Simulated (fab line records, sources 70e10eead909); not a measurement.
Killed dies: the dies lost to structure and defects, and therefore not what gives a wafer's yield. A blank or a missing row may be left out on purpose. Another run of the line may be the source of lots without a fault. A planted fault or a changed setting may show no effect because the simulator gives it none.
Which tool is to blame? / flow nand-harc / Sampling: 12 lots, 36 wafers, 4 of 1159 route steps

## WHAT THE GAUGES SHOWED, per wafer
No reading from a measuring or inspecting step in the record can be judged against a usual standard deviation.

## TOOL THAT RAN EACH LOT (tool first, then ch and the chambers of the sampled wafers, then the start)
lot=L104; NHARC_P_CONTACT_DESCUM_17=rie-diel-07 ch 1,2,3, day 5 18:50; NHARC_P_CONTACT_PVD_32=pvd-sputter-02, day 6 05:00 or earlier; NHARC_P_M0_SOFTBAKE_04=litho-track-01 ch 0, day 6 05:00; NHARC_P_M0_DESCUM_14=rie-diel-12 ch 1,2, day 6 05:41
lot=L105; NHARC_P_CONTACT_DESCUM_17=rie-diel-07 ch 0,1,2, day 5 21:01; NHARC_P_CONTACT_PVD_32=pvd-sputter-02, day 6 05:00 or earlier; NHARC_P_M0_SOFTBAKE_04=litho-track-01 ch 0, day 6 05:00; NHARC_P_M0_DESCUM_14=rie-diel-02 ch 0,2, day 6 06:11
lot=L108; NHARC_P_CONTACT_DESCUM_17=rie-diel-10 ch 1,3, day 6 11:25; NHARC_P_CONTACT_PVD_32=pvd-sputter-02, day 6 15:00 or earlier; NHARC_P_M0_SOFTBAKE_04=litho-track-04 ch 0, day 6 15:00; NHARC_P_M0_DESCUM_14=rie-diel-12 ch 0,2,3, day 6 16:23
lot=L110; NHARC_P_CONTACT_DESCUM_17=rie-diel-10 ch 1,2,3, day 7 08:32; NHARC_P_CONTACT_PVD_32=pvd-sputter-01, day 7 12:00 or earlier; NHARC_P_M0_SOFTBAKE_04=litho-track-01 ch 0, day 7 12:00; NHARC_P_M0_DESCUM_14=rie-diel-11 ch 0,1,3, day 7 12:52
lot=L111; NHARC_P_CONTACT_DESCUM_17=rie-diel-10 ch 1,3, day 7 11:57; NHARC_P_CONTACT_PVD_32=pvd-sputter-02, day 7 17:00 or earlier; NHARC_P_M0_SOFTBAKE_04=litho-track-06 ch 0, day 7 17:00; NHARC_P_M0_DESCUM_14=rie-diel-02 ch 0,3, day 7 18:34
lot=L112; NHARC_P_CONTACT_DESCUM_17=rie-diel-07 ch 0,2,3, day 7 12:49; NHARC_P_CONTACT_PVD_32=pvd-sputter-02, day 7 18:00 or earlier; NHARC_P_M0_SOFTBAKE_04=litho-track-01 ch 0, day 7 18:00; NHARC_P_M0_DESCUM_14=rie-diel-11 ch 0,2,3, day 7 18:43
lot=L118; NHARC_P_CONTACT_DESCUM_17=rie-diel-07 ch 0,1, day 8 18:58; NHARC_P_CONTACT_PVD_32=pvd-sputter-03, day 8 22:00 or earlier; NHARC_P_M0_SOFTBAKE_04=litho-track-04 ch 0, day 8 22:00; NHARC_P_M0_DESCUM_14=rie-diel-02 ch 0,1,3, day 8 23:11
lot=L117; NHARC_P_CONTACT_DESCUM_17=rie-diel-07 ch 0,2,3, day 9 00:45; NHARC_P_CONTACT_PVD_32=pvd-sputter-02, day 9 06:00 or earlier; NHARC_P_M0_SOFTBAKE_04=litho-track-01 ch 0, day 9 06:00; NHARC_P_M0_DESCUM_14=rie-diel-11 ch 0,2,3, day 9 07:22
lot=L120; NHARC_P_CONTACT_DESCUM_17=rie-diel-07 ch 0,2,3, day 9 09:47; NHARC_P_CONTACT_PVD_32=pvd-sputter-03, day 9 23:00 or earlier; NHARC_P_M0_SOFTBAKE_04=litho-track-06 ch 0, day 9 23:00; NHARC_P_M0_DESCUM_14=rie-diel-02 ch 0,2,3, day 9 23:41
lot=L121; NHARC_P_CONTACT_DESCUM_17=rie-diel-07 ch 2,3, day 9 21:20; NHARC_P_CONTACT_PVD_32=pvd-sputter-03, day 10 03:00 or earlier; NHARC_P_M0_SOFTBAKE_04=litho-track-01 ch 0, day 10 03:00; NHARC_P_M0_DESCUM_14=rie-diel-12 ch 0,2,3, day 10 03:56
lot=L125; NHARC_P_CONTACT_DESCUM_17=rie-diel-05 ch 1,2,3, day 10 15:16; NHARC_P_CONTACT_PVD_32=pvd-sputter-01, day 10 20:00 or earlier; NHARC_P_M0_SOFTBAKE_04=litho-track-06 ch 0, day 10 20:00; NHARC_P_M0_DESCUM_14=rie-diel-02 ch 1,2, day 10 20:56
lot=L126; NHARC_P_CONTACT_DESCUM_17=rie-diel-10 ch 0,1,2, day 11 00:44; NHARC_P_CONTACT_PVD_32=pvd-sputter-02, day 11 04:00 or earlier; NHARC_P_M0_SOFTBAKE_04=litho-track-04 ch 0, day 11 04:00; NHARC_P_M0_DESCUM_14=rie-diel-11 ch 0,2,3, day 11 04:48
- NHARC_P_CONTACT_DESCUM_17: chemistry O2, time 3 s.
- NHARC_P_CONTACT_PVD_32: deposits Ti, target thk 5 nm, time 17.7 s.
- NHARC_P_M0_SOFTBAKE_04: time 55 s.
- NHARC_P_M0_DESCUM_14: chemistry O2, time 3 s.

## AS READ BY THE TOOLS THEMSELVES (means over the sampled wafers that have a number; for cases with no such wafer, the mark the record gives instead)
NHARC_P_CONTACT_DESCUM_17. Usual: drypump-motor-current-A 5.9 A, standard deviation 0.43; oes-product-au 1.003 a.u., standard deviation 0.0091; rf-vpp-V 57.6 V, standard deviation 0.85; showerhead-plenum-p-Torr 1.87 Torr, standard deviation 0.049; throttle-valve-pct 11.313 %, standard deviation 0.0096.
lot=L104; tool=rie-diel-07; drypump-motor-current-A (A)=6.1; oes-product-au (a.u.)=1.013; rf-vpp-V (V)=58.3; showerhead-plenum-p-Torr (Torr)=1.84; throttle-valve-pct (%)=11.306; flag=
lot=L105; tool=rie-diel-07; drypump-motor-current-A (A)=5.9; oes-product-au (a.u.)=1.005; rf-vpp-V (V)=57.5; showerhead-plenum-p-Torr (Torr)=1.84; throttle-valve-pct (%)=11.321; flag=
lot=L108; tool=rie-diel-10; drypump-motor-current-A (A)=5.3; oes-product-au (a.u.)=0.991; rf-vpp-V (V)=58.3; showerhead-plenum-p-Torr (Torr)=1.86; throttle-valve-pct (%)=11.305; flag=
lot=L110; tool=rie-diel-10; drypump-motor-current-A (A)=5.8; oes-product-au (a.u.)=1.004; rf-vpp-V (V)=57.9; showerhead-plenum-p-Torr (Torr)=1.90; throttle-valve-pct (%)=11.313; flag=
lot=L111; tool=rie-diel-10; drypump-motor-current-A (A)=5.5; oes-product-au (a.u.)=0.988; rf-vpp-V (V)=57.5; showerhead-plenum-p-Torr (Torr)=1.88; throttle-valve-pct (%)=11.308; flag=
lot=L112; tool=rie-diel-07; drypump-motor-current-A (A)=6.1; oes-product-au (a.u.)=1.010; rf-vpp-V (V)=57.2; showerhead-plenum-p-Torr (Torr)=1.87; throttle-valve-pct (%)=11.312; flag=
lot=L118; tool=rie-diel-07; drypump-motor-current-A (A)=5.8; oes-product-au (a.u.)=1.008; rf-vpp-V (V)=57.8; showerhead-plenum-p-Torr (Torr)=1.81; throttle-valve-pct (%)=11.315; flag=
lot=L117; tool=rie-diel-07; drypump-motor-current-A (A)=6.0; oes-product-au (a.u.)=0.997; rf-vpp-V (V)=56.9; showerhead-plenum-p-Torr (Torr)=1.86; throttle-valve-pct (%)=11.317; flag=
lot=L120; tool=rie-diel-07; drypump-motor-current-A (A)=6.0; oes-product-au (a.u.)=0.998; rf-vpp-V (V)=56.6; showerhead-plenum-p-Torr (Torr)=1.86; throttle-valve-pct (%)=11.313; flag=
lot=L121; tool=rie-diel-07; drypump-motor-current-A (A)=6.2; oes-product-au (a.u.)=1.013; rf-vpp-V (V)=56.2; showerhead-plenum-p-Torr (Torr)=1.86; throttle-valve-pct (%)=11.318; flag=
lot=L125; tool=rie-diel-05; drypump-motor-current-A (A)=5.7; oes-product-au (a.u.)=0.997; rf-vpp-V (V)=56.9; showerhead-plenum-p-Torr (Torr)=1.91; throttle-valve-pct (%)=11.310; flag=
lot=L126; tool=rie-diel-10; drypump-motor-current-A (A)=5.8; oes-product-au (a.u.)=1.000; rf-vpp-V (V)=57.8; showerhead-plenum-p-Torr (Torr)=1.89; throttle-valve-pct (%)=11.320; flag=

NHARC_P_CONTACT_PVD_32. Usual: throttle-valve-pct reads 29.9 % (standard deviation 1.1).
lot=L104; tool=pvd-sputter-02; throttle-valve-pct (%)=31.1; flag=
lot=L105; tool=pvd-sputter-02; throttle-valve-pct (%)=29.9; flag=
lot=L108; tool=pvd-sputter-02; throttle-valve-pct (%)=31.1; flag=
lot=L110; tool=pvd-sputter-01; throttle-valve-pct (%)=29.6; flag=
lot=L111; tool=pvd-sputter-02; throttle-valve-pct (%)=30.3; flag=
lot=L112; tool=pvd-sputter-02; throttle-valve-pct (%)=31.0; flag=
lot=L118; tool=pvd-sputter-03; throttle-valve-pct (%)=30.0; flag=
lot=L117; tool=pvd-sputter-02; throttle-valve-pct (%)=31.0; flag=
lot=L120; tool=pvd-sputter-03; throttle-valve-pct (%)=29.7; flag=
lot=L121; tool=pvd-sputter-03; throttle-valve-pct (%)=29.4; flag=
lot=L125; tool=pvd-sputter-01; throttle-valve-pct (%)=29.5; flag=
lot=L126; tool=pvd-sputter-02; throttle-valve-pct (%)=29.8; flag=

NHARC_P_M0_SOFTBAKE_04. Usual: heater-power-total-W reads 188.45 W (standard deviation 0.14).
lot=L104; tool=litho-track-01; heater-power-total-W (W)=188.57; flag=
lot=L105; tool=litho-track-01; heater-power-total-W (W)=188.40; flag=
lot=L108; tool=litho-track-04; heater-power-total-W (W)=188.66; flag=
lot=L110; tool=litho-track-01; heater-power-total-W (W)=188.44; flag=
lot=L111; tool=litho-track-06; heater-power-total-W (W)=188.38; flag=
lot=L112; tool=litho-track-01; heater-power-total-W (W)=188.51; flag=
lot=L118; tool=litho-track-04; heater-power-total-W (W)=188.53; flag=
lot=L117; tool=litho-track-01; heater-power-total-W (W)=181.93; flag=OFF
lot=L120; tool=litho-track-06; heater-power-total-W (W)=188.53; flag=
lot=L121; tool=litho-track-01; heater-power-total-W (W)=181.75; flag=OFF
lot=L125; tool=litho-track-06; heater-power-total-W (W)=188.38; flag=
lot=L126; tool=litho-track-04; heater-power-total-W (W)=188.43; flag=

NHARC_P_M0_DESCUM_14. Usual: drypump-motor-current-A 5.7 A, standard deviation 0.44; oes-product-au 1.001 a.u., standard deviation 0.0082; rf-vpp-V 57.9 V, standard deviation 0.9; showerhead-plenum-p-Torr 1.95 Torr, standard deviation 0.061; throttle-valve-pct 11.311 %, standard deviation 0.0089.
lot=L104; tool=rie-diel-12; drypump-motor-current-A (A)=6.0; oes-product-au (a.u.)=1.004; rf-vpp-V (V)=58.2; showerhead-plenum-p-Torr (Torr)=1.99; throttle-valve-pct (%)=11.315; flag=
lot=L105; tool=rie-diel-02; drypump-motor-current-A (A)=5.4; oes-product-au (a.u.)=0.995; rf-vpp-V (V)=58.7; showerhead-plenum-p-Torr (Torr)=1.97; throttle-valve-pct (%)=11.311; flag=
lot=L108; tool=rie-diel-12; drypump-motor-current-A (A)=6.2; oes-product-au (a.u.)=0.991; rf-vpp-V (V)=58.1; showerhead-plenum-p-Torr (Torr)=1.86; throttle-valve-pct (%)=11.304; flag=
lot=L110; tool=rie-diel-11; drypump-motor-current-A (A)=5.6; oes-product-au (a.u.)=0.999; rf-vpp-V (V)=56.9; showerhead-plenum-p-Torr (Torr)=1.87; throttle-valve-pct (%)=11.306; flag=
lot=L111; tool=rie-diel-02; drypump-motor-current-A (A)=5.6; oes-product-au (a.u.)=1.003; rf-vpp-V (V)=57.7; showerhead-plenum-p-Torr (Torr)=1.99; throttle-valve-pct (%)=11.314; flag=
lot=L112; tool=rie-diel-11; drypump-motor-current-A (A)=5.4; oes-product-au (a.u.)=1.001; rf-vpp-V (V)=56.9; showerhead-plenum-p-Torr (Torr)=1.87; throttle-valve-pct (%)=11.306; flag=
lot=L118; tool=rie-diel-02; drypump-motor-current-A (A)=5.9; oes-product-au (a.u.)=1.009; rf-vpp-V (V)=58.4; showerhead-plenum-p-Torr (Torr)=1.98; throttle-valve-pct (%)=11.307; flag=
lot=L117; tool=rie-diel-11; drypump-motor-current-A (A)=5.4; oes-product-au (a.u.)=1.011; rf-vpp-V (V)=57.5; showerhead-plenum-p-Torr (Torr)=1.87; throttle-valve-pct (%)=11.307; flag=
lot=L120; tool=rie-diel-02; drypump-motor-current-A (A)=5.6; oes-product-au (a.u.)=1.001; rf-vpp-V (V)=58.3; showerhead-plenum-p-Torr (Torr)=1.98; throttle-valve-pct (%)=11.302; flag=
lot=L121; tool=rie-diel-12; drypump-motor-current-A (A)=6.1; oes-product-au (a.u.)=1.001; rf-vpp-V (V)=57.4; showerhead-plenum-p-Torr (Torr)=1.85; throttle-valve-pct (%)=11.311; flag=
lot=L125; tool=rie-diel-02; drypump-motor-current-A (A)=5.6; oes-product-au (a.u.)=1.003; rf-vpp-V (V)=57.7; showerhead-plenum-p-Torr (Torr)=1.94; throttle-valve-pct (%)=11.317; flag=
lot=L126; tool=rie-diel-11; drypump-motor-current-A (A)=5.4; oes-product-au (a.u.)=1.002; rf-vpp-V (V)=56.9; showerhead-plenum-p-Torr (Torr)=1.87; throttle-valve-pct (%)=11.315; flag=

## THE ANSWER, worked out from the rows above alone
Rule: take the mean of a lot's wafers that have a number; if it is more than 3 standard deviations from the usual mean, the lot is off. Also off: a lot with no number at a reading for which 4 or more lots have one. Any other lot the step has rows for is counted as sound. First the gauges in route order, then the tools' own readings, where a lot's mean is used as printed above. The first step at which some lot is off is used, and at that step the reading that is off furthest; a lot without a number counts as furthest.
Off: L117, L121 (NHARC_P_M0_SOFTBAKE_04, heater-power-total-W).
If a tool, at that step or one of the process steps before it, ran each lot that is off and ran no sound lot following the first of them, it fits. With no start given for some of its lots, NHARC_P_CONTACT_PVD_32 uses the hours and lot order of NHARC_P_M0_SOFTBAKE_04. One fits: NHARC_P_M0_SOFTBAKE_04 on litho-track-01. A fault onset in the window from L112 (day 7 18:00, its last sound lot) to L117 (day 9 06:00, its first lot off) fits.
The tool's own readings at NHARC_P_M0_SOFTBAKE_04 bear it out: on the lots that are off they differ by more than 5 times the standard deviation of the sound lots' means. heater-power-total-W reads 181.84 W there against 188.48 W on the sound lots.

## WHAT THE SIMULATOR PUT IN
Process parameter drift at NHARC_P_M0_SOFTBAKE_04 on litho-track-01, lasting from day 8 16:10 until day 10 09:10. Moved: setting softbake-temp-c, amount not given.
Struck lots among those shown: L117, L121. The rule given above showed the same thing.
